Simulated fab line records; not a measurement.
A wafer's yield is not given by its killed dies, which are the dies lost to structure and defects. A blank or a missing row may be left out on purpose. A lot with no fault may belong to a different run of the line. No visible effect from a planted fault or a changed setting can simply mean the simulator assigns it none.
Which tool is to blame? -- flow n5-finfet -- Sampling: 10 lots, 29 wafers, 6 of 1938 route steps

WHAT THE GAUGES SHOWED, per wafer
N5_BEOL_M4_RC_MEAS_101. Usual: DIBL_N 36.0 mV/V, standard deviation 2.2; DIBL_P 36.2 mV/V, standard deviation 2.4; IOFF_N 0.16 nA/um, standard deviation 0.035; IOFF_P 0.21 nA/um, standard deviation 0.037; ION_N 672 uA/um, standard deviation 13; ION_P 461 uA/um, standard deviation 7; SS_N 71.4 mV/dec, standard deviation 0.69; SS_P 73.2 mV/dec, standard deviation 0.75; VT_N 250 mV, standard deviation 3.4; VT_P -251 mV, standard deviation 3.
lot,measured,on,DIBL_N (mV/V),DIBL_P (mV/V),IOFF_N (nA/um),IOFF_P (nA/um),ION_N (uA/um),ION_P (uA/um),SS_N (mV/dec),SS_P (mV/dec),VT_N (mV),VT_P (mV),flag
L467,day 9 10:32,prober-01,38.5 39.2,37.1 37.9,0.18 0.21,0.22 0.24,671 679,458 458,72.7 71.8,73.8 73.9,247 248,-250 -246,
L466,day 9 15:42,prober-02,33.4 30.8 33.7,33.8 32.2 34.7,0.13 0.10 0.14,0.17 0.16 0.19,678 659 679,460 462 465,70.8 70.2 70.8,72.1 72.1 72.4,252 257 249,-251 -254 -253,
L471,day 10 19:05,prober-01,35.2 32.3 35.6,34.8 32.9 36.0,0.14 0.11 0.14,0.18 0.16 0.19,665 655 667,455 454 461,71.1 70.3 71.0,72.2 71.8 72.8,253 254 251,-255 -252 -254,
L475,day 12 00:44,prober-02,34.0 36.6 33.7,32.1 35.7 32.3,0.13 0.18 0.12,0.18 0.24 0.18,666 673 665,458 470 460,71.1 72.5 70.4,72.2 73.2 72.5,253 246 253,-250 -246 -248,
L479,day 13 14:25,prober-02,35.7 36.6 34.8,36.3 37.7 36.3,0.16 0.17 0.15,0.20 0.22 0.20,673 665 669,466 464 458,71.7 72.0 71.0,73.6 73.7 73.3,251 251 250,-253 -252 -253,
L481,day 13 15:56,prober-02,34.0 35.8 34.9,34.4 34.3 34.8,0.13 0.15 0.14,0.17 0.17 0.18,664 663 663,454 451 455,71.3 71.9 72.2,72.1 73.3 72.4,252 253 252,-252 -250 -253,
L483,day 13 16:46,prober-01,40.9 38.3 38.9,41.1 37.2 38.2,0.26 0.18 0.20,0.30 0.23 0.24,700 689 691,476 466 462,72.6 71.8 71.8,75.2 73.6 74.7,243 249 249,-247 -251 -249,
L485,day 14 04:13,prober-01,36.3 36.5 39.1,35.8 36.5 39.1,0.16 0.16 0.21,0.18 0.19 0.23,681 684 696,460 460 462,71.5 71.9 71.9,72.7 73.1 73.3,248 253 245,-254 -252 -251,
L487,day 15 02:20,prober-02,37.0 37.4 35.2,38.6 39.4 37.4,0.19 0.20 0.17,0.23 0.23 0.21,689 696 681,460 470 468,71.7 72.3 71.6,74.1 73.4 73.8,247 247 250,-250 -251 -251,
L488,day 15 05:06,prober-01,36.0 37.5 36.2,35.5 37.4 36.2,0.14 0.18 0.16,0.20 0.24 0.21,676 682 678,466 473 466,70.8 71.7 71.3,73.0 73.2 73.0,251 249 250,-249 -247 -248,

N5_BEOL_M9_RS_MEAS_57: a four-point-probe measurement. Usual: M9_RS typically reads 0.1525 ohm/sq, with standard deviation 0.0029.
lot,measured,on,M9_RS (ohm/sq),flag
L467,day 11 10:54,film-metro-01,0.1505 0.1542,
L466,day 11 17:48,film-metro-01,0.1548 0.1577 0.1540,
L471,day 12 17:49,film-metro-02,0.1546 0.1504 0.1544,
L475,day 14 02:43,film-metro-02,0.1531 0.1485 0.1506,
L479,day 15 19:58,film-metro-02,0.1514 0.1542 0.1497,
L481,day 15 19:23,film-metro-01,0.1557 0.1541 0.1537,
L483,day 15 20:41,film-metro-02,0.1593 0.1497 0.1570,
L485,day 16 09:09,film-metro-02,0.1534 0.1514 0.1603,
L487,day 17 01:50,film-metro-01,0.1470 0.1507 0.1567,
L488,day 17 01:44,film-metro-01,0.1551 0.1522 0.1530,

N5_BEOL_M9_INSPECT_58: inspects for defects (darkfield). Usual: raw-defect-count at 74, with a standard deviation of 25.
lot,measured,on,raw-defect-count,flag
L467,day 11 10:56,defect-inspect-02,52 79,
L466,day 11 17:50,defect-inspect-02,115 79 72,
L471,day 12 17:50,defect-inspect-02,66 127 77,
L475,day 14 02:44,defect-inspect-02,98 80 199,
L479,day 15 19:59,defect-inspect-01,99 77 73,
L481,day 15 19:25,defect-inspect-01,44 66 71,
L483,day 15 20:43,defect-inspect-01,55 66 46,
L485,day 16 09:10,defect-inspect-01,28 80 51,
L487,day 17 01:52,defect-inspect-02,52 68 74,
L488,day 17 01:46,defect-inspect-01,76 77 63,

N5_BEOL_M10_OCD_MEAS_38. Usual: trench-depth-nm at 147.9 nm, with a standard deviation of 2.4.
lot,measured,on,trench-depth-nm (nm),flag
L467,day 11 15:29,ocd-01,146.2 153.0,
L466,day 11 23:16,ocd-02,151.5 147.9 146.0,
L471,day 12 22:23,ocd-02,147.3 149.7 152.4,
L475,day 14 09:16,ocd-01,146.4 144.4 148.2,
L479,day 16 01:33,ocd-02,- - -,OFF
L481,day 16 01:17,ocd-02,- - -,OFF
L483,day 16 02:09,ocd-02,147.7 145.7 145.8,
L485,day 16 12:32,ocd-02,148.6 150.5 148.0,
L487,day 17 09:36,ocd-01,150.9 150.5 147.1,
L488,day 17 09:26,ocd-01,147.2 144.5 146.2,

EACH LOT AND THE TOOL THAT RAN IT (in order: tool; ch and the chambers of the sampled wafers; start)
lot,N5_BEOL_M9_ETCH_41,N5_BEOL_M10_ILD_DEP_00
L467,"rie-diel-05 ch 1,2, day 11 10:54 or earlier","pecvd-03 ch 0,2, day 11 10:58"
L466,"rie-diel-05 ch 0,2, day 11 17:48 or earlier","pecvd-02 ch 0,2, day 11 17:53"
L471,"rie-diel-05 ch 1,2,3, day 12 17:49 or earlier","pecvd-03 ch 0,1,2, day 12 17:52"
L475,"rie-diel-01 ch 2,3, day 14 02:43 or earlier","pecvd-02 ch 0,1, day 14 02:46"
L479,"rie-diel-05 ch 0,1,2, day 15 19:58 or earlier","pecvd-04 ch 1,2, day 15 20:02"
L481,"rie-diel-05 ch 0,1,3, day 15 19:23 or earlier","pecvd-02 ch 0,1,2, day 15 19:27"
L483,"rie-diel-05 ch 0,1,3, day 15 20:41 or earlier","pecvd-02 ch 0,1, day 15 20:45"
L485,"rie-diel-02 ch 0,1,3, day 16 09:09 or earlier","pecvd-04 ch 0,1, day 16 09:14"
L487,"rie-diel-01 ch 0,1,2, day 17 01:50 or earlier","pecvd-04 ch 0,1, day 17 01:53"
L488,"rie-diel-05 ch 1,2,3, day 17 01:44 or earlier","pecvd-03 ch 0,2, day 17 01:49"
- N5_BEOL_M9_ETCH_41: etches SiCN in CH3F/O2, target depth 36.6 nm, time 70.1 s.
- N5_BEOL_M10_ILD_DEP_00: deposits SiCOH lowk from DEMS/porogen, target thk 308.51 nm, time 58 s.

WHAT THE TOOLS THEMSELVES READ (means of the sampled wafers that have a number; where no wafer has one, the mark that the record gives instead)
N5_BEOL_M9_ETCH_41. Usual: drypump-motor-current-A 5.8 A, standard deviation 0.36; oes-product-au 0.81 a.u., standard deviation 0.087; rf-vpp-V 297.9 V, standard deviation 1.4; showerhead-plenum-p-Torr 2.03 Torr, standard deviation 0.058; throttle-valve-pct 16.34 %, standard deviation 0.19.
lot,tool,drypump-motor-current-A (A),oes-product-au (a.u.),rf-vpp-V (V),showerhead-plenum-p-Torr (Torr),throttle-valve-pct (%),flag
L467,rie-diel-05,5.5,0.74,296.5,1.96,16.34,
L466,rie-diel-05,5.7,0.70,296.9,2.01,16.47,
L471,rie-diel-05,5.6,0.80,296.7,1.98,16.28,
L475,rie-diel-01,5.9,0.85,298.2,2.05,16.33,
L479,rie-diel-05,5.7,0.79,297.1,1.98,16.31,
L481,rie-diel-05,5.9,0.85,298.0,2.02,16.24,
L483,rie-diel-05,6.0,0.86,297.6,2.02,16.23,
L485,rie-diel-02,5.8,0.79,298.5,2.06,16.42,
L487,rie-diel-01,6.0,0.84,298.0,2.05,16.40,
L488,rie-diel-05,5.6,0.76,297.1,1.97,16.34,

N5_BEOL_M10_ILD_DEP_00. Usual: chamber-pressure-Torr 4.999 Torr, standard deviation 0.011; heater-power-outer-w 172 W, standard deviation 43; heater-power-w 355 W, standard deviation 65; showerhead-plenum-p-Torr 5.739 Torr, standard deviation 0.023; showerhead-vpp-V 1368 V, standard deviation 56; throttle-valve-pct 14.1 %, standard deviation 1.3.
lot,tool,chamber-pressure-Torr (Torr),heater-power-outer-w (W),heater-power-w (W),showerhead-plenum-p-Torr (Torr),showerhead-vpp-V (V),throttle-valve-pct (%),flag
L467,pecvd-03,4.991,196,388,5.739,1301,14.8,
L466,pecvd-02,5.005,237,456,5.710,1369,13.4,
L471,pecvd-03,5.003,173,359,5.748,1352,14.7,
L475,pecvd-02,5.006,139,326,5.729,1329,13.7,
L479,pecvd-04,-,-,-,-,-,-,OFF
L481,pecvd-02,-,-,-,-,-,-,OFF
L483,pecvd-02,5.000,133,311,5.740,1328,13.8,
L485,pecvd-04,5.001,130,276,5.730,1427,13.8,
L487,pecvd-04,4.994,149,300,5.728,1433,13.7,
L488,pecvd-03,4.992,191,379,5.748,1298,15.4,

THE ANSWER, worked out from the rows above alone
Rule: a lot counts as off when the mean over its wafers that have a number is more than 3 standard deviations away from the usual mean. A lot without any number at a reading at which 4 lots or more have one is off too. Where the step has rows for the other lots, those lots are counted as sound. First the gauges in route order, then the tools' own readings, where a lot's mean is used as printed above. The first step at which some lot is off is used, and at that step the reading that is off furthest; a lot without a number counts as furthest.
Off at N5_BEOL_M10_OCD_MEAS_38 (trench-depth-nm): L479, L481. Without a number there: L479, L481.
A tool fits if, at a process step before that reading, it ran every lot that is off, and no sound lot after the first of them. Not tried: the gauges at N5_BEOL_M10_OCD_MEAS_38; whatever is off there is also off at N5_BEOL_M10_ILD_DEP_00, on other tools, and gauge error can't account for it. N5_BEOL_M9_ETCH_41: start missing for some lots; hours and lot order therefore follow N5_BEOL_M9_RS_MEAS_57. No candidate that was tried fits.

WHAT THE SIMULATOR HAD INSERTED
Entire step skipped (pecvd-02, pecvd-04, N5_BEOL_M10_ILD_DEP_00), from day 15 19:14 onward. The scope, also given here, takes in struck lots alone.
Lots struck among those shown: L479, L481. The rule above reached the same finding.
